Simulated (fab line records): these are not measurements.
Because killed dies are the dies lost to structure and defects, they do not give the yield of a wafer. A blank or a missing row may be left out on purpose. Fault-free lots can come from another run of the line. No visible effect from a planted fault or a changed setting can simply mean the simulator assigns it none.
Which tool did it? | flow n5_finfet | Sampling: 21 lots, 63 wafers, 6 of 1938 route steps

WHAT EACH GAUGE READ, for each wafer
No reading from a measuring or inspecting step in the record can be judged against a usual standard deviation.

WHAT TOOL EACH LOT RAN ON (gives the tool, then ch and the chambers of the sampled wafers, and finally the start)
lot  | N5_HKMG_FIN_STRIP_34              | N5_HKMG_FIN_ALD_71                 | N5_GATE_CUT_ETCH_58                | N5_GATE_CUT_SAC_CAP_01            | N5_GATE_CUT_ETCH_37                | N5_GATE_CUT_STRIP_42
L074 | rie_diel-01 ch 0,1,2, day 4 06:47 | ald_metal-04 ch 0,3, day 4 08:46   | rie_diel-04 ch 1,3, day 4 11:25    | ald_sin-03 ch 1,3, day 4 12:09    | rie_diel-04 ch 1,3, day 4 15:26    | rie_diel-04 ch 1,3, day 4 15:35
L075 | rie_diel-02 ch 0,2,3, day 4 09:19 | ald_metal-01 ch 0,2,3, day 4 11:15 | rie_diel-06 ch 0,1,3, day 4 14:09  | ald_sin-03 ch 0,1,2, day 4 14:28  | rie_diel-03 ch 0,1,3, day 4 17:50  | rie_diel-03 ch 0,1,3, day 4 18:00
L076 | rie_diel-02 ch 0,2,3, day 4 14:20 | ald_metal-01 ch 0,1, day 4 16:07   | rie_diel-06 ch 0,2,3, day 4 18:49  | ald_sin-04 ch 0,1,2, day 4 20:55  | rie_diel-03 ch 2,3, day 5 00:04    | rie_diel-03 ch 2,3, day 5 00:13
L078 | rie_diel-02 ch 0,2,3, day 5 03:15 | ald_metal-01 ch 0,2,3, day 5 05:18 | rie_diel-04 ch 0,3, day 5 07:57    | ald_sin-04 ch 0,1, day 5 08:17    | rie_diel-04 ch 0,1,2, day 5 11:28  | rie_diel-04 ch 0,1,2, day 5 11:38
L079 | rie_diel-01 ch 1,3, day 5 12:35   | ald_metal-03 ch 0,3, day 5 14:49   | rie_diel-04 ch 1,2,3, day 5 17:28  | ald_sin-03 ch 0,2,3, day 5 17:47  | rie_diel-06 ch 0,2, day 5 21:05    | rie_diel-06 ch 0,2, day 5 21:20
L080 | rie_diel-02 ch 0,1,2, day 5 17:44 | ald_metal-01 ch 0,3, day 5 19:31   | rie_diel-06 ch 0,2, day 5 22:10    | ald_sin-04 ch 2,3, day 5 22:35    | rie_diel-04 ch 0,3, day 6 01:50    | rie_diel-04 ch 0,3, day 6 02:00
L081 | rie_diel-02 ch 1,2, day 6 01:14   | ald_metal-01 ch 1,2, day 6 03:01   | rie_diel-06 ch 0,2,3, day 6 05:50  | ald_sin-04 ch 2,3, day 6 06:09    | rie_diel-06 ch 0,2,3, day 6 09:21  | rie_diel-06 ch 0,2,3, day 6 09:31
L082 | rie_diel-05 ch 0,2,3, day 6 03:50 | ald_metal-03 ch 0,2, day 6 05:50   | rie_diel-03 ch 0,1, day 6 08:31    | ald_sin-04 ch 2,3, day 6 08:50    | rie_diel-04 ch 1,2, day 6 12:06    | rie_diel-04 ch 1,2, day 6 12:16
L083 | rie_diel-02 ch 0,1,2, day 6 12:10 | ald_metal-03 ch 0,1,3, day 6 14:07 | rie_diel-06 ch 2,3, day 6 17:11    | ald_sin-04 ch 0,1,2, day 6 17:31  | rie_diel-03 ch 0,1,2, day 6 20:40  | rie_diel-03 ch 0,1,2, day 6 20:49
L084 | rie_diel-01 ch 0,3, day 6 15:10   | ald_metal-04 ch 0,1, day 6 16:58   | rie_diel-06 ch 0,2, day 6 19:37    | ald_sin-02 ch 0,2, day 6 19:56    | rie_diel-06 ch 0,1,2, day 7 03:15  | rie_diel-06 ch 0,1,2, day 7 03:25
L085 | rie_diel-05 ch 1,2,3, day 6 22:35 | ald_metal-01 ch 0,1,2, day 7 00:22 | rie_diel-04 ch 0,1,2, day 7 03:07  | ald_sin-02 ch 0,1,2, day 7 03:36  | rie_diel-06 ch 0,1,2, day 7 08:22  | rie_diel-06 ch 0,1,2, day 7 08:31
L087 | rie_diel-02 ch 0,2, day 7 14:18   | ald_metal-03 ch 2,3, day 7 16:08   | rie_diel-03 ch 0,1,2, day 7 18:53  | ald_sin-03 ch 0,1,3, day 7 19:12  | rie_diel-06 ch 0,1,2, day 7 22:21  | rie_diel-06 ch 0,1,2, day 7 22:31
L088 | rie_diel-01 ch 0,1, day 7 15:32   | ald_metal-01 ch 0,1,2, day 7 17:26 | rie_diel-03 ch 0,1,3, day 7 20:05  | ald_sin-02 ch 0,1,3, day 7 20:43  | rie_diel-06 ch 2,3, day 7 23:57    | rie_diel-06 ch 2,3, day 8 00:07
L089 | rie_diel-05 ch 0,2, day 8 08:52   | ald_metal-01 ch 0,2,3, day 8 10:38 | rie_diel-04 ch 1,3, day 8 13:41    | ald_sin-03 ch 0,1,3, day 8 14:01  | rie_diel-04 ch 1,2, day 8 17:09    | rie_diel-04 ch 1,2, day 8 17:19
L090 | rie_diel-02 ch 0,1,3, day 8 09:29 | ald_metal-04 ch 0,2, day 8 11:15   | rie_diel-04 ch 2,3, day 8 14:34    | ald_sin-02 ch 0,1,3, day 8 15:19  | rie_diel-04 ch 1,2, day 8 18:31    | rie_diel-04 ch 1,2, day 8 18:41
L091 | rie_diel-01 ch 0,1, day 8 11:40   | ald_metal-04 ch 1,2, day 8 13:30   | rie_diel-06 ch 0,1,3, day 8 16:39  | ald_sin-03 ch 0,1,3, day 8 16:58  | rie_diel-03 ch 0,3, day 8 20:07    | rie_diel-03 ch 0,3, day 8 20:16
L092 | rie_diel-02 ch 0,2,3, day 8 16:02 | ald_metal-04 ch 0,1,3, day 8 17:49 | rie_diel-03 ch 0,3, day 8 20:46    | ald_sin-02 ch 0,2, day 8 22:22    | rie_diel-03 ch 0,1,2, day 9 01:30  | rie_diel-03 ch 0,1,2, day 9 01:40
L093 | rie_diel-02 ch 0,1,2, day 8 21:32 | ald_metal-03 ch 1,2,3, day 8 23:19 | rie_diel-03 ch 1,2,3, day 9 02:02  | ald_sin-03 ch 0,1,3, day 9 02:52  | rie_diel-03 ch 0,1,3, day 9 06:00  | rie_diel-03 ch 0,1,3, day 9 06:10
L095 | rie_diel-02 ch 0,1, day 9 08:41   | ald_metal-04 ch 0,2,3, day 9 10:31 | rie_diel-03 ch 0,1, day 9 13:15    | ald_sin-02 ch 0,2,3, day 9 14:20  | rie_diel-04 ch 0,1, day 9 17:43    | rie_diel-04 ch 0,1, day 9 17:53
L096 | rie_diel-02 ch 0,1,3, day 9 17:08 | ald_metal-03 ch 0,1,3, day 9 19:02 | rie_diel-04 ch 0,1,2, day 9 21:46  | ald_sin-03 ch 1,2,3, day 9 22:10  | rie_diel-04 ch 0,1,2, day 10 01:24 | rie_diel-04 ch 0,1,2, day 10 01:34
L097 | rie_diel-01 ch 1,2,3, day 9 20:57 | ald_metal-01 ch 0,2,3, day 9 22:43 | rie_diel-06 ch 0,2,3, day 10 01:28 | ald_sin-03 ch 0,1,2, day 10 03:59 | rie_diel-04 ch 0,2,3, day 10 07:37 | rie_diel-04 ch 0,2,3, day 10 07:46
- N5_HKMG_FIN_STRIP_34: strips in CF4.
- N5_HKMG_FIN_ALD_71: deposits TiN, target thk 1 nm, pulse time 1 s, purge time 3 s.
- N5_GATE_CUT_ETCH_58: etches SiNx in CH3F/O2, target depth 17 nm, time 128.6 s.
- N5_GATE_CUT_SAC_CAP_01: material SiNx, target thk 24 nm, pulse time 1 s, ald cycles 480.
- N5_GATE_CUT_ETCH_37: etches SOC in N2/H2, target depth 60 nm, overetch 12 nm, time 90 s.
- N5_GATE_CUT_STRIP_42: strips in O2.

WHAT THE TOOLS THEMSELVES READ (means of the sampled wafers that have a number; where no wafer has one, the mark that the record gives instead)
N5_HKMG_FIN_STRIP_34.
lot  | tool        | drypump_motor_current_A (A) | oes_product_au (a.u.) | rf_vpp_V (V) | showerhead_plenum_p_Torr (Torr) | throttle_valve_pct (%)
L074 | rie_diel-01 | 6.0                         | 0.77                  | 270.2        | 1.778                           | 13.64
L075 | rie_diel-02 | 5.9                         | 0.79                  | 270.0        | 1.784                           | 13.62
L076 | rie_diel-02 | 5.9                         | 0.78                  | 270.9        | 1.784                           | 13.63
L078 | rie_diel-02 | 5.9                         | 0.78                  | 270.9        | 1.783                           | 13.62
L079 | rie_diel-01 | 5.1                         | 0.73                  | 270.4        | 1.790                           | 13.78
L080 | rie_diel-02 | 5.9                         | 0.76                  | 271.3        | 1.778                           | 13.63
L081 | rie_diel-02 | 6.0                         | 0.75                  | 271.6        | 1.799                           | 13.78
L082 | rie_diel-05 | 5.3                         | 0.71                  | 271.1        | 1.763                           | 13.75
L083 | rie_diel-02 | 5.9                         | 0.75                  | 271.0        | 1.777                           | 13.64
L084 | rie_diel-01 | 5.4                         | 0.79                  | 270.5        | 1.781                           | 13.58
L085 | rie_diel-05 | 5.6                         | 0.71                  | 270.8        | 1.759                           | 13.80
L087 | rie_diel-02 | 5.7                         | 0.77                  | 270.8        | 1.752                           | 13.69
L088 | rie_diel-01 | 6.2                         | 0.81                  | 270.5        | 1.765                           | 13.37
L089 | rie_diel-05 | 5.1                         | 0.70                  | 269.3        | 1.736                           | 13.68
L090 | rie_diel-02 | 5.9                         | 0.75                  | 271.4        | 1.776                           | 13.52
L091 | rie_diel-01 | 6.2                         | 0.80                  | 270.5        | 1.764                           | 13.38
L092 | rie_diel-02 | 5.9                         | 0.75                  | 270.6        | 1.774                           | 13.69
L093 | rie_diel-02 | 5.9                         | 0.74                  | 270.5        | 1.771                           | 13.67
L095 | rie_diel-02 | 5.9                         | 0.73                  | 270.6        | 1.771                           | 13.50
L096 | rie_diel-02 | 5.9                         | 0.74                  | 270.6        | 1.773                           | 13.52
L097 | rie_diel-01 | 5.4                         | 0.77                  | 270.5        | 1.775                           | 13.77

N5_HKMG_FIN_ALD_71.
lot  | tool         | heater_power_w (W) | precursor_pulse_height_rel
L074 | ald_metal-04 | 918                | 1.009
L075 | ald_metal-01 | 890                | 1.008
L076 | ald_metal-01 | 983                | 1.004
L078 | ald_metal-01 | 902                | 0.982
L079 | ald_metal-03 | 837                | 1.012
L080 | ald_metal-01 | 907                | 0.996
L081 | ald_metal-01 | 960                | 0.987
L082 | ald_metal-03 | 1014               | 0.995
L083 | ald_metal-03 | 801                | 1.016
L084 | ald_metal-04 | 973                | 0.990
L085 | ald_metal-01 | 980                | 1.004
L087 | ald_metal-03 | 957                | 0.991
L088 | ald_metal-01 | 990                | 0.982
L089 | ald_metal-01 | 897                | 0.999
L090 | ald_metal-04 | 908                | 0.981
L091 | ald_metal-04 | 846                | 1.002
L092 | ald_metal-04 | 926                | 1.009
L093 | ald_metal-03 | 878                | 1.015
L095 | ald_metal-04 | 863                | 1.018
L096 | ald_metal-03 | 825                | 0.991
L097 | ald_metal-01 | 901                | 0.987

N5_GATE_CUT_ETCH_58.
lot  | tool        | O2_flow_sccm (sccm) | drypump_motor_current_A (A) | oes_product_au (a.u.) | rf_vpp_V (V) | showerhead_plenum_p_Torr (Torr) | throttle_valve_pct (%)
L074 | rie_diel-04 | 19.98               | 5.5                         | 0.79                  | 99.9         | 2.04                            | 16.26
L075 | rie_diel-06 | 19.97               | 5.8                         | 0.70                  | 99.7         | 2.04                            | 16.46
L076 | rie_diel-06 | 20.03               | 5.6                         | 0.75                  | 98.6         | 2.05                            | 16.33
L078 | rie_diel-04 | 19.98               | 6.0                         | 0.72                  | 99.9         | 1.99                            | 16.59
L079 | rie_diel-04 | 20.00               | 5.5                         | 0.79                  | 99.7         | 2.01                            | 16.28
L080 | rie_diel-06 | 20.01               | 5.4                         | 0.80                  | 99.4         | 2.03                            | 16.38
L081 | rie_diel-06 | 20.02               | 5.6                         | 0.74                  | 98.8         | 2.04                            | 16.37
L082 | rie_diel-03 | 19.95               | 5.9                         | 0.81                  | 99.0         | 2.05                            | 16.38
L083 | rie_diel-06 | 20.02               | 5.4                         | 0.78                  | 99.7         | 2.03                            | 16.39
L084 | rie_diel-06 | 20.04               | 5.5                         | 0.75                  | 99.6         | 2.05                            | 16.38
L085 | rie_diel-04 | 20.01               | 5.8                         | 0.73                  | 99.0         | 1.99                            | 16.48
L087 | rie_diel-03 | 19.98               | 6.0                         | 0.86                  | 99.1         | 2.00                            | 16.15
L088 | rie_diel-03 | 19.99               | 6.0                         | 0.80                  | 98.9         | 2.04                            | 16.24
L089 | rie_diel-04 | 20.02               | 5.5                         | 0.76                  | 98.5         | 2.03                            | 16.33
L090 | rie_diel-04 | 19.94               | 5.5                         | 0.81                  | 98.8         | 1.96                            | 16.27
L091 | rie_diel-06 | 20.01               | 5.8                         | 0.78                  | 98.7         | 2.02                            | 16.34
L092 | rie_diel-03 | 19.92               | 6.1                         | 0.80                  | 99.2         | 2.04                            | 16.12
L093 | rie_diel-03 | 20.01               | 6.2                         | 0.81                  | 99.2         | 2.04                            | 16.34
L095 | rie_diel-03 | 20.01               | 5.9                         | 0.78                  | 99.6         | 2.04                            | 16.41
L096 | rie_diel-04 | 19.92               | 5.8                         | 0.81                  | 98.3         | 1.98                            | 16.36
L097 | rie_diel-06 | 20.02               | 5.6                         | 0.80                  | 99.5         | 2.03                            | 16.24

N5_GATE_CUT_SAC_CAP_01.
lot  | tool       | heater_power_w (W) | precursor_pulse_height_rel
L074 | ald_sin-03 | 843                | 1.013
L075 | ald_sin-03 | 877                | 1.000
L076 | ald_sin-04 | 852                | 1.011
L078 | ald_sin-04 | 816                | 0.991
L079 | ald_sin-03 | 877                | 0.984
L080 | ald_sin-04 | 872                | 0.997
L081 | ald_sin-04 | 866                | 0.999
L082 | ald_sin-04 | 872                | 1.008
L083 | ald_sin-04 | 842                | 0.998
L084 | ald_sin-02 | 765                | 0.994
L085 | ald_sin-02 | 762                | 1.007
L087 | ald_sin-03 | 867                | 0.976
L088 | ald_sin-02 | 791                | 0.999
L089 | ald_sin-03 | 868                | 1.009
L090 | ald_sin-02 | 796                | 0.982
L091 | ald_sin-03 | 873                | 0.983
L092 | ald_sin-02 | 755                | 1.010
L093 | ald_sin-03 | 871                | 1.002
L095 | ald_sin-02 | 779                | 1.005
L096 | ald_sin-03 | 869                | 1.012
L097 | ald_sin-03 | 862                | 1.011

N5_GATE_CUT_ETCH_37.
lot  | tool        | drypump_motor_current_A (A) | oes_product_au (a.u.) | rf_vpp_V (V) | showerhead_plenum_p_Torr (Torr) | throttle_valve_pct (%)
L074 | rie_diel-04 | 5.5                         | 0.69                  | 525.3        | 2.59                            | 17.79
L075 | rie_diel-03 | 6.0                         | 0.74                  | 524.8        | 2.60                            | 17.70
L076 | rie_diel-03 | 6.3                         | 0.67                  | 525.6        | 2.60                            | 17.76
L078 | rie_diel-04 | 5.8                         | 0.66                  | 523.8        | 2.54                            | 18.05
L079 | rie_diel-06 | 5.5                         | 0.68                  | 525.3        | 2.61                            | 17.89
L080 | rie_diel-04 | 6.0                         | 0.65                  | 522.9        | 2.53                            | 18.11
L081 | rie_diel-06 | 5.6                         | 0.66                  | 526.2        | 2.61                            | 17.90
L082 | rie_diel-04 | 5.6                         | 0.66                  | 525.4        | 2.58                            | 17.95
L083 | rie_diel-03 | 6.0                         | 0.78                  | 523.5        | 2.54                            | 17.67
L084 | rie_diel-06 | 5.6                         | 0.67                  | 525.3        | 2.57                            | 18.06
L085 | rie_diel-06 | 5.6                         | 0.67                  | 524.4        | 2.57                            | 18.06
L087 | rie_diel-06 | 5.6                         | 0.67                  | 524.3        | 2.57                            | 18.08
L088 | rie_diel-06 | 5.6                         | 0.81                  | 524.8        | 2.59                            | 17.60
L089 | rie_diel-04 | 5.6                         | 0.69                  | 522.9        | 2.51                            | 17.95
L090 | rie_diel-04 | 5.6                         | 0.69                  | 522.7        | 2.51                            | 17.96
L091 | rie_diel-03 | 5.8                         | 0.75                  | 524.5        | 2.53                            | 17.41
L092 | rie_diel-03 | 6.0                         | 0.76                  | 523.2        | 2.53                            | 17.72
L093 | rie_diel-03 | 6.0                         | 0.71                  | 525.3        | 2.58                            | 17.74
L095 | rie_diel-04 | 5.8                         | 0.68                  | 525.0        | 2.58                            | 17.99
L096 | rie_diel-04 | 5.8                         | 0.72                  | 523.5        | 2.53                            | 17.97
L097 | rie_diel-04 | 5.8                         | 0.75                  | 523.0        | 2.50                            | 17.89

N5_GATE_CUT_STRIP_42.
lot  | tool        | drypump_motor_current_A (A) | oes_product_au (a.u.) | rf_vpp_V (V) | showerhead_plenum_p_Torr (Torr) | throttle_valve_pct (%)
L074 | rie_diel-04 | 5.5                         | 0.77                  | 3.9          | 2.14                            | 16.61
L075 | rie_diel-03 | 6.0                         | 0.83                  | 3.3          | 2.14                            | 16.53
L076 | rie_diel-03 | 6.3                         | 0.75                  | 3.6          | 2.15                            | 16.66
L078 | rie_diel-04 | 5.8                         | 0.74                  | 3.2          | 2.09                            | 16.80
L079 | rie_diel-06 | 5.5                         | 0.76                  | 3.7          | 2.16                            | 16.78
L080 | rie_diel-04 | 6.0                         | 0.73                  | 3.9          | 2.08                            | 16.94
L081 | rie_diel-06 | 5.6                         | 0.74                  | 4.0          | 2.15                            | 16.75
L082 | rie_diel-04 | 5.5                         | 0.74                  | 3.0          | 2.12                            | 16.67
L083 | rie_diel-03 | 6.0                         | 0.88                  | 3.9          | 2.10                            | 16.49
L084 | rie_diel-06 | 5.6                         | 0.75                  | 3.4          | 2.12                            | 16.93
L085 | rie_diel-06 | 5.6                         | 0.75                  | 3.3          | 2.12                            | 16.93
L087 | rie_diel-06 | 5.6                         | 0.74                  | 3.6          | 2.12                            | 16.94
L088 | rie_diel-06 | 5.6                         | 0.92                  | 3.4          | 2.13                            | 16.42
L089 | rie_diel-04 | 5.6                         | 0.77                  | 4.0          | 2.07                            | 16.66
L090 | rie_diel-04 | 5.6                         | 0.77                  | 3.4          | 2.07                            | 16.67
L091 | rie_diel-03 | 5.8                         | 0.85                  | 3.8          | 2.09                            | 16.27
L092 | rie_diel-03 | 6.0                         | 0.85                  | 4.0          | 2.09                            | 16.52
L093 | rie_diel-03 | 6.0                         | 0.79                  | 3.6          | 2.13                            | 16.59
L095 | rie_diel-04 | 5.8                         | 0.76                  | 3.0          | 2.13                            | 16.76
L096 | rie_diel-04 | 5.8                         | 0.80                  | 3.4          | 2.08                            | 16.72
L097 | rie_diel-04 | 5.8                         | 0.84                  | 4.0          | 2.06                            | 16.67

THE ANSWER, worked out from the rows above alone
Rule: the usual values come from the lots themselves. The widest of any qualifying gaps counts: lots, ordered by their means at a reading, are off when they make up no more than a third of the lots, leave a main group of 4 or more, and stand apart from it by 3 or more times the standard deviation of that group's means. If all means in a main group match to the digits the tables above print for the reading, that group is not used. Also off: a lot with no number at a reading for which 4 or more lots have one. Any other lot the step has rows for is counted as sound. First the gauges in route order, then the tools' own readings, where a lot's mean is used as printed above. At the first step where some lot is off, the reading lying furthest off is the one used; lots without a number count as furthest.
No lot is off on any of the readings shown, so nothing can be concluded from this.

WHAT THE SIMULATOR HAD INSERTED
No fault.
